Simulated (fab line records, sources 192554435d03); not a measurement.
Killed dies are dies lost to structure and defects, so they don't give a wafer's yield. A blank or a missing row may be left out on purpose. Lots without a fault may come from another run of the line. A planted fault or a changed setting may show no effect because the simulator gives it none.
Chamber matching | flow n5_finfet | N5_BEOL_M1_PECVD_72 on pecvd-02: 3 sister chambers
The step deposits SiO2 from TEOS/O2, target thk 16 nm, time 18 s. 14 wafers are shown with their chamber, then 7 later ones without.

WAFERS WITH THEIR CHAMBER
wafer  | chamber | throttle_valve_pct (%) | heater_power_w (W) | showerhead_plenum_p_Torr (Torr)
L077.2 | 0       | 23.1                   | 744                | 8.78
L077.4 | 2       | 21.7                   | 911                | 8.70
L077.5 | 0       | 23.2                   | 720                | 8.74
L078.1 | 2       | 21.8                   | 922                | 8.70
L078.3 | 1       | 22.7                   | 650                | 8.75
L078.5 | 1       | 23.1                   | 659                | 8.76
L081.2 | 1       | 23.0                   | 731                | 8.73
L081.3 | 2       | 21.9                   | 877                | 8.71
L081.5 | 1       | 22.9                   | 718                | 8.75
L094.3 | 1       | 22.7                   | 633                | 8.76
L094.4 | 2       | 22.0                   | 946                | 8.71
L094.5 | 1       | 22.8                   | 650                | 8.77
L087.1 | 2       | 22.1                   | 975                | 8.71
L087.2 | 1       | 22.6                   | 745                | 8.74

SIGNATURES (means of the wafers above)
reading                  | chamber 0 | chamber 1 | chamber 2 | scatter within a chamber
throttle_valve_pct       | 23.150    | 22.829    | 21.900    | 0.165
heater_power_w           | 732.00    | 683.71    | 926.20    | 40.8
showerhead_plenum_p_Torr | 8.7600    | 8.7514    | 8.7060    | 0.0135
Rule: a wafer's distance from a chamber is the root of the sum, over the readings, of the square of ((its reading less the chamber's mean) divided by the reading's scatter). The wafer belongs to the nearest chamber; if the next one is less than 2 further off, it can't be placed. The scatter: the root of (the sum of the squares of (reading less its chamber's mean) over the shown wafers, divided by (wafers less chambers)).

WAFERS WITHOUT THEIR CHAMBER
wafer  | throttle_valve_pct (%) | heater_power_w (W) | showerhead_plenum_p_Torr (Torr)
L087.3 | 23.6                   | 670                | 8.77
L093.2 | 23.5                   | 716                | 8.76
L093.3 | 22.6                   | 722                | 8.74
L093.6 | 22.8                   | 715                | 8.73
L086.3 | 22.5                   | 962                | 8.70
L086.4 | 23.6                   | 678                | 8.73
L086.5 | 22.7                   | 753                | 8.75

WHICH CHAMBER EACH WENT THROUGH
wafer  | from the rows above     | in truth
L087.3 | can't be placed: 0 or 1 | 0
L093.2 | 0                       | 0
L093.3 | can't be placed: 1 or 0 | 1
L093.6 | can't be placed: 1 or 0 | 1
L086.3 | 2                       | 2
L086.4 | can't be placed: 0 or 1 | 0
L086.5 | can't be placed: 1 or 0 | 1
Placed correctly: 2 of 7. Can't be placed from these rows: 5 (the true chamber is among the candidates in 5). Placed wrongly: 0.
